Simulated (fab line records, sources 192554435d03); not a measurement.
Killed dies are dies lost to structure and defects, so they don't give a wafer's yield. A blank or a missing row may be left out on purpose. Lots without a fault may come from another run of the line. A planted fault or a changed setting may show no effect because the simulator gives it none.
Chamber matching | flow n5_finfet | N5_BEOL_M6_STRIP_19 on rie_diel-05: 4 sister chambers
The step strips in O2. 4 wafers are shown with their chamber, then 7 later ones without.

WAFERS WITH THEIR CHAMBER
wafer  | chamber | showerhead_plenum_p_Torr (Torr)
L084.3 | 3       | 2.15
L084.4 | 2       | 1.93
L086.1 | 0       | 1.96
L086.2 | 1       | 2.03

WAFERS WITHOUT THEIR CHAMBER
wafer  | showerhead_plenum_p_Torr (Torr)
L086.6 | 1.93
L087.1 | 1.93
L087.2 | 2.03
L087.4 | 1.96
L093.2 | 1.92
L093.3 | 1.95
L093.5 | 1.95

WHICH CHAMBER EACH WENT THROUGH
wafer  | from the rows above     | in truth
L086.6 | 2                       | 2
L087.1 | 2                       | 2
L087.2 | 1                       | 1
L087.4 | 0                       | 0
L093.2 | 2                       | 2
L093.3 | can't be placed: 0 or 2 | 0
L093.5 | can't be placed: 0 or 2 | 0
Placed correctly: 5 of 7. Can't be placed from these rows: 2 (the true chamber is among the candidates in 2). Placed wrongly: 0.
How it was worked out, from the rows above alone: a wafer's distance from a chamber is the root of the sum, over the readings, of the square of ((its reading less the chamber's mean) divided by the reading's scatter). The wafer belongs to the nearest chamber; if the next one is less than 2 further off, it can't be placed. A chamber's mean is the mean of its shown wafers. The scatter: with one shown wafer a chamber, the root of the mean of the squares of how far each hidden wafer lies from its nearest shown one.
